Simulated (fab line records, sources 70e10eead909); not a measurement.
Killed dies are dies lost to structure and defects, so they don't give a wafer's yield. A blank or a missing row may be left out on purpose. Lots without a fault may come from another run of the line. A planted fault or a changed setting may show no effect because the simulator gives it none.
Problem report in the 8D (eight disciplines) form, filled by code | flow nand_harc | the parts of the form that need people (team, actions taken, sign-off) are left out

1. THE PROBLEM
heater_power_total_W at NHARC_A_SGD_CUT_SOFTBAKE_04 reads a mean of 224.38 W on 3 wafers of 2 lots; wafers without a fault read 188.43 W with a standard deviation of 0.13. That is +99 or more standard deviations from the usual mean.
The step: time 55 s.
First seen on wafer L705.6, day 27 11:00, on litho_track-04. The record holds 39 wafers of 13 lots with a number at this step. Rule for "out", or "out of limits": more than 4 standard deviations from the usual mean. The other wafers with a number count as sound.

2. WHAT IT IS AND WHAT IT IS NOT
question                    | is                     | is not
which readings at this step | heater_power_total_W   | -
which lots                  | L705, L706             | L684, L685, L688, L689, L690, L691, L692, L693, L695, L697, L707
which wafers of those lots  | L705.6, L706.1, L706.6 | L705.2, L705.3, L706.2
read on which tools         | litho_track-04         | litho_track-01, litho_track-06
when                        | from day 27 11:00      | up to then (32 sound wafers); but 4 sound wafers of L706, L707 came after

3. SUSPECTS, AND WHAT RULES EACH OUT
Counting: a tool at a process step up to the reading stays a suspect if it ran every lot that is out. Sound lots after the first of them don't rule it out here, since some wafers of a struck lot are sound.
- pecvd-02 at NHARC_A_SGD_CUT_DEP_00 (deposits SiNx, target thk 50 nm): kept. It ran every lot that is out, first L705 (day 27 11:34); its last sound lot up to then is L691 (day 22 00:38).
- litho_track-04 at NHARC_A_SGD_CUT_SOFTBAKE_04 (time 55 s): kept. It ran every lot that is out, first L705 (day 27 11:00); its last sound lot up to then is L695 (day 23 09:00). Its own readings are out on those wafers: heater_power_total_W.
Left after counting: pecvd-02 at NHARC_A_SGD_CUT_DEP_00, litho_track-04 at NHARC_A_SGD_CUT_SOFTBAKE_04.

4. THE CAUSE (what the simulator had put in)
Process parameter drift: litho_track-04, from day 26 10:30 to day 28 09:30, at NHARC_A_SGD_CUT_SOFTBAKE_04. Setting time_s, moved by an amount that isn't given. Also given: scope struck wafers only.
Counting left 2 suspects, and this tool is among them.

5. THE CHAIN OF EFFECTS, in route order
Each row: a reading whose mean over the struck wafers that have a number lies more than 3 standard deviations from the usual. Only readings for which the record gives a usual standard deviation are gone through. hours: the time from each lot's start at the first step in this table that gives one to its start at this step, as a median over the lots. sigmas: the change in usual standard deviations.
hours | step                        | reading              | usual    | on struck wafers | change | sigmas
0     | NHARC_A_SGD_CUT_SOFTBAKE_04 | heater_power_total_W | 188.43 W | 224.38           | +35.95 | +99 or more
The process steps in it:
- NHARC_A_SGD_CUT_SOFTBAKE_04: time 55 s.

6. WHAT WOULD HAVE CAUGHT IT SOONER
In this record the first reading out of limits was taken at day 27 11:00, 24 hours after the fault began at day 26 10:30.
